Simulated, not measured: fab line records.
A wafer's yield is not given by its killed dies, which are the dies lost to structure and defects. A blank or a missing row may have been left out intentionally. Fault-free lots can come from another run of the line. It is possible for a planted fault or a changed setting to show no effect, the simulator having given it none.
Split-lot study :: flow n5_finfet :: 7 lots, 21 wafers read, on a route of 1938 steps

## ON THE SPLIT
At N5_BEOL_M2_TRENCH_ETCH_37 (etches SiOC in C4F6/O2, target depth 55.555 nm, time 29.2 s), the setting source_w was moved away from the recipe's 355 W on 4 of the 21 wafers read, by -8.2% to +14.0%. All remaining wafers had this setting at the recipe value.

The split's own step is where the reading is taken.

## THE READING
rf_vpp_V, in V, at N5_BEOL_M2_TRENCH_ETCH_37 (etches SiOC in C4F6/O2, target depth 55.555 nm, time 29.2 s). On this fab line, fault-free wafers typically give 662 V with a standard deviation of 10 V.

wafer: L075.2
tool, chamber at the split: rie_diel-04, 2
source_w as run, W: 355
against the recipe: recipe
rf_vpp_V, V: 663
against lot-mates on the recipe: -

wafer: L075.5
tool, chamber at the split: rie_diel-04, 0
source_w as run, W: 355
against the recipe: recipe
rf_vpp_V, V: 664
against lot-mates on the recipe: -

wafer: L075.6
tool, chamber at the split: rie_diel-04, 2
source_w as run, W: 355
against the recipe: recipe
rf_vpp_V, V: 664
against lot-mates on the recipe: -

wafer: L076.2
tool, chamber at the split: rie_diel-04, 2
source_w as run, W: 355
against the recipe: recipe
rf_vpp_V, V: 663
against lot-mates on the recipe: -

wafer: L076.5
tool, chamber at the split: rie_diel-04, 1
source_w as run, W: 355
against the recipe: recipe
rf_vpp_V, V: 673
against lot-mates on the recipe: -

wafer: L076.6
tool, chamber at the split: rie_diel-04, 0
source_w as run, W: 355
against the recipe: recipe
rf_vpp_V, V: 663
against lot-mates on the recipe: -

wafer: L078.1
tool, chamber at the split: rie_diel-01, 2
source_w as run, W: 355
against the recipe: recipe
rf_vpp_V, V: 642
against lot-mates on the recipe: -

wafer: L078.3
tool, chamber at the split: rie_diel-01, 0
source_w as run, W: 355
against the recipe: recipe
rf_vpp_V, V: 672
against lot-mates on the recipe: -

wafer: L078.6
tool, chamber at the split: rie_diel-01, 3
source_w as run, W: 329.3
against the recipe: -7.2%
rf_vpp_V, V: 685
against lot-mates on the recipe: +28

wafer: L081.1
tool, chamber at the split: rie_diel-01, 3
source_w as run, W: 355
against the recipe: recipe
rf_vpp_V, V: 660
against lot-mates on the recipe: -

wafer: L081.4
tool, chamber at the split: rie_diel-01, 0
source_w as run, W: 355
against the recipe: recipe
rf_vpp_V, V: 674
against lot-mates on the recipe: -

wafer: L081.6
tool, chamber at the split: rie_diel-01, 3
source_w as run, W: 355
against the recipe: recipe
rf_vpp_V, V: 659
against lot-mates on the recipe: -

wafer: L085.1
tool, chamber at the split: rie_diel-04, 2
source_w as run, W: 381.2
against the recipe: +7.4%
rf_vpp_V, V: 639
against lot-mates on the recipe: -24

wafer: L085.3
tool, chamber at the split: rie_diel-04, 0
source_w as run, W: 355
against the recipe: recipe
rf_vpp_V, V: 663
against lot-mates on the recipe: -

wafer: L085.6
tool, chamber at the split: rie_diel-04, 2
source_w as run, W: 355
against the recipe: recipe
rf_vpp_V, V: 664
against lot-mates on the recipe: -

wafer: L096.1
tool, chamber at the split: rie_diel-01, 3
source_w as run, W: 355
against the recipe: recipe
rf_vpp_V, V: 659
against lot-mates on the recipe: -

wafer: L096.3
tool, chamber at the split: rie_diel-01, 0
source_w as run, W: 355
against the recipe: recipe
rf_vpp_V, V: 673
against lot-mates on the recipe: -

wafer: L096.4
tool, chamber at the split: rie_diel-01, 1
source_w as run, W: 325.9
against the recipe: -8.2%
rf_vpp_V, V: 694
against lot-mates on the recipe: +28

wafer: L097.2
tool, chamber at the split: rie_diel-01, 3
source_w as run, W: 355
against the recipe: recipe
rf_vpp_V, V: 658
against lot-mates on the recipe: -

wafer: L097.3
tool, chamber at the split: rie_diel-01, 2
source_w as run, W: 404.8
against the recipe: +14.0%
rf_vpp_V, V: 610
against lot-mates on the recipe: -54

wafer: L097.6
tool, chamber at the split: rie_diel-01, 0
source_w as run, W: 355
against the recipe: recipe
rf_vpp_V, V: 671
against lot-mates on the recipe: -

FIT RESULTS
A straight line over all 21 wafers: rf_vpp_V changes by -3.61 V for each +1% of source_w; r = -0.91; the points scatter about the line by 7.3 V.
The same after taking each lot's own level away (the mean of its wafers on the recipe; 21 wafers): -3.71 V for each +1%; r = -0.92; scatter 6.7 V.
According to that fit, moving source_w by its largest amount changes the reading by 52 V.
From 657.0 to 666.3 V: that is the span of the lots' own levels, equal to 0.9 times the standard deviation above.
The two slopes agree, so the slope changes little with the lot-to-lot level.
Check: -49.1 V against its lot-mates is what the line predicts for one of the wafers moved furthest among these (+14.0%) when that wafer is left out of the fit. It came out at -54.5 V against them.
Tool readings at the split's step, against how far the setting was moved: rf_vpp_V r = -0.91.

## FURTHER SPLITS ON THESE WAFERS
Other splits were also applied to these wafers ahead of the reading. Each is held against what the fit with the lots' levels taken away leaves over:
other split on the same wafers: N5_HKMG_FIN_EXPOSE_46 dose_mj
wafers away from the commonest value: 9
r with rf_vpp_V (lot level and that fit taken away): +0.26

other split on the same wafers: N5_HKMG_FIN_DEVELOP_48 develop_time_s
wafers away from the commonest value: 9
r with rf_vpp_V (lot level and that fit taken away): -0.03

other split on the same wafers: N5_MOL_CONTACT_COAG_EXPOSE_37 dose_mj
wafers away from the commonest value: 7
r with rf_vpp_V (lot level and that fit taken away): +0.38

other split on the same wafers: N5_BEOL_M0_SAQP_ALD_48 ald_cycles
wafers away from the commonest value: 9
r with rf_vpp_V (lot level and that fit taken away): +0.04

other split on the same wafers: N5_BEOL_M1_ETCH_70 source_w
wafers away from the commonest value: 9
r with rf_vpp_V (lot level and that fit taken away): -0.35

other split on the same wafers: N5_BEOL_M1_TRENCH_ETCH_37 bias_w
wafers away from the commonest value: 7
r with rf_vpp_V (lot level and that fit taken away): -0.17

other split on the same wafers: N5_BEOL_M2_COAT_61 spin_rpm
wafers away from the commonest value: 5
r with rf_vpp_V (lot level and that fit taken away): +0.20

other split on the same wafers: N5_BEOL_M2_DESCUM_16 time_s
wafers away from the commonest value: 11
r with rf_vpp_V (lot level and that fit taken away): +0.29

other split on the same wafers: N5_BEOL_M2_ALD_98 ald_cycles
wafers away from the commonest value: 6
r with rf_vpp_V (lot level and that fit taken away): +0.09

## FILE'S OWN FIT
rf_vpp_V changes by -3.7 V for each +1% of source_w, r = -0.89.
